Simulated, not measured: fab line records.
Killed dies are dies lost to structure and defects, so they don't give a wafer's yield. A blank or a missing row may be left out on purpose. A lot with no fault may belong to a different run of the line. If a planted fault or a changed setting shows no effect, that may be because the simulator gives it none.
Chamber matching	flow nand-harc	ald-hk-03 running NHARC_A_WL_FILL_ALD_00: 4 sister chambers
The step deposits Al2O3, target thk 3 nm, pulse time 3 s, ald cycles 30. 4 wafers are shown with their chamber, then 7 later ones without.

EACH WAFER AND ITS CHAMBER
wafer	chamber	heater-power-w (W)
L340.4	3	508
L344.6	0	455
L357.1	1	477
L357.4	2	575

WAFERS MISSING THEIR CHAMBER
wafer	heater-power-w (W)
L357.6	441
L360.3	442
L360.5	433
L360.6	488
L361.1	470
L361.2	444
L361.3	494

THE CHAMBER EACH PASSED THROUGH
wafer	from the rows above	in truth
L357.6	can't be placed: 0 or 1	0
L360.3	can't be placed: 0 or 1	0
L360.5	can't be placed: 0 or 1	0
L360.6	can't be placed: 1 or 3 or 0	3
L361.1	can't be placed: 1 or 0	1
L361.2	can't be placed: 0 or 1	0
L361.3	can't be placed: 3 or 1 or 0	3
Placed correctly: 0 of 7. These rows do not allow placing 7 (true chamber among the candidates in 7). Placed wrongly: 0.
How it was worked out, from the rows above alone: a wafer's distance from a chamber is the root of the sum, over the readings, of the square of ((its reading less the chamber's mean) divided by the reading's scatter). If the next closest chamber is less than 2 further off than the closest, the wafer can't be placed; otherwise it belongs to the closest. For every chamber, the mean is computed from those of its wafers that are shown. The scatter: with one shown wafer a chamber, the root of the mean of the squares of how far each hidden wafer lies from its nearest shown one.
